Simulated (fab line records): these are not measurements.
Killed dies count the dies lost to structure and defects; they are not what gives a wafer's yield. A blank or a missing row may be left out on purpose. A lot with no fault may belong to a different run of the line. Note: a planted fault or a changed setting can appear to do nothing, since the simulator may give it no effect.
A lot that was struck, set against a sound lot	flow n5 finfet	37 steps out of a route of 1938
Sound: these wafers, L133.1, L133.5, L133.6. The struck wafers were L128.1, L128.5, L128.6. At the end, the cause is stated.
At each step with rows: each side's tool, then ch and its chambers, then its first start. Under that, the readings that differ: sound wafers	struck wafers	difference of the means	sigmas: that difference in standard deviations of wafers without a fault.
alike: readings with means less than 2 such deviations apart, plus words and numbers identical on both sides. not compared: withheld readings, readings lacking a value on some wafer, bounds such as >300 that could conceal the same value, and numbers that have no deviation in the record and whose values overlap.
The two part at a step that has a row with sigmas, a row that says differs or no value, or rows on one side only. Non-overlapping numbers with no deviation appear without sigmas and do not part them. A reading that every wafer of one side lacks parts them only if that side has two wafers or more.

first, 9 steps without rows for these wafers: N5_BEOL_M12_PRE_CLEAN_42 (time 30 s); N5_BEOL_M12_SPUTTER_43 (material TaN, target thk 15 nm, time 24.19 s); N5_BEOL_M12_SPUTTER_44 (material Ta, target thk 10 nm, time 16.13 s); N5_BEOL_M12_SPUTTER_45 (material Cu, target thk 80 nm, time 13.33 s); N5_BEOL_M12_ECD_47 (material Cu, target thk 720 nm); N5_BEOL_M12_ANNEAL_48 (time 90 s); N5_BEOL_M12_CMP_49 (polishes, stops on SiOC, t overpolish 20.6 s, target thk 320 nm); N5_BEOL_M12_PRE_CLEAN_52 (time 15 s); N5_BEOL_M12_DEP_53 (deposits SiCN from 3MS/NH3, target thk 30 nm, time 10.5 s).
N5_BEOL_M13_ILD_DEP_00: deposits SiOC from DEMS/O2, target thk 837.92 nm, time 166.4 s.
  sound on pecvd-03 ch 0,1,2, day 16 07:32; struck on pecvd-04 ch 0,1, day 14 20:10
reading	sound	struck	difference	sigmas
model.SiOC_of_BEOL_M13_ILD_DEP_00.thk nm (nm)	818.8 847.4 841.8	561.8 579.6 576.8	-263.3	
  alike: heater power w, showerhead plenum p Torr, throttle valve pct
N5_BEOL_M13_THK_MEAS_01:
  struck on film metro-02, day 14 20:19; sound on film metro-02, day 16 07:41
reading	sound	struck	difference	sigmas
M13_ILD_THK (nm)	819 847 842	562 579 577	-263	-27
then, 10 steps without rows for these wafers: N5_BEOL_M13_COAT_58 (time 60 s, resist thk 89 nm); N5_BEOL_M13_COAT_04 (resist thk 400 nm); N5_BEOL_M13_EBR_06; N5_BEOL_M13_SOFTBAKE_05 (time 60 s); N5_BEOL_M13_EXPOSE_07 (exposes mask V12); N5_BEOL_M13_PEB_08 (peb time 90 s); N5_BEOL_M13_DEVELOP_09 (develop time 45 s); N5_BEOL_M13_HARDBAKE_14 (time 120 s); N5_BEOL_M13_DESCUM_15 (chemistry O2, time 7.9 s); N5_BEOL_M13_ETCH_59 (etches BARC in N2/H2, target depth 89 nm, overetch 26.7 nm, time 67.9 s).
N5_BEOL_M13_VIA_ETCH_16: etches SiOC in C4F8/O2/Ar, target depth 921.7 nm.
  sound on rie diel-06 ch 0,3, day 16 08:11; struck on rie diel-01 ch 0,3, day 14 20:55
reading	sound	struck	difference	sigmas
model.etch.depth nm (nm)	818.7 847.5 841.8	561.7 579.5 576.8	-263.3	
model.coat_of_BEOL_M13_COAT_04.thk nm (nm)	78 68.6 74.2	152 146.8 151.6	+77	
  alike: drypump motor current A, oes product au, rf vpp V, showerhead plenum p Torr, throttle valve pct
N5_BEOL_M13_STRIP_63: strips in N2/H2.
  sound on plasma asher-02 ch 0,1, day 16 08:25; struck on plasma asher-02 ch 0,1, day 14 21:10
reading	sound	struck	difference	sigmas
oes product au (a.u.)	0.674 0.676 0.678	0.708 0.701 0.690	+0.024	+5
strip time to endpoint s (s)	30.0 27.3 28.9	50.2 48.8 50.1	+21.0	+19
  alike: drypump motor current A, heater power w
  not compared: rf hours counter h
then, 12 steps without rows for these wafers: N5_BEOL_M13_STRIP_64 (strips in N2/H2); N5_BEOL_M13_STRIP_71 (strips in post etch residue remover, time 60 s); N5_BEOL_M13_SRD_72 (time 30 s, dry time 30 s); N5_BEOL_M13_COAT_65 (time 60 s, resist thk 350 nm); N5_BEOL_M13_COAT_66 (time 60 s, resist thk 110 nm); N5_BEOL_M13_COAT_22 (resist thk 300 nm); N5_BEOL_M13_EBR_24; N5_BEOL_M13_SOFTBAKE_23 (time 60 s); N5_BEOL_M13_EXPOSE_25 (exposes mask M13, target cd 210 nm); N5_BEOL_M13_PEB_26 (peb time 90 s); N5_BEOL_M13_DEVELOP_27 (develop time 45 s); N5_BEOL_M13_HARDBAKE_32 (time 120 s).
N5_BEOL_M13_CMP_49: polishes, stops on SiOC, t overpolish 17.1 s, target thk 420 nm.
  sound on cmp-01 ch 0,1,3, day 16 12:21; struck on cmp-02 ch 0,2,3, day 15 00:52
reading	sound	struck	difference	sigmas
model.SiOC_of_BEOL_M13_ILD_DEP_00.thk nm (nm)	760.4 789 783.4	504.8 523.4 520.6	-261.3	
  alike: motor current A, slurry flow ml min
N5_PASSIVATION_PROBE_49:
  rows exist in the record for the sound wafers here (prober-02, day 17 23:10), none for the struck ones

## WHERE THEY PART
Earliest at N5_BEOL_M13_THK_MEAS_01; latest, in this record, at N5_PASSIVATION_PROBE_49.

WHY: what the simulator had put in
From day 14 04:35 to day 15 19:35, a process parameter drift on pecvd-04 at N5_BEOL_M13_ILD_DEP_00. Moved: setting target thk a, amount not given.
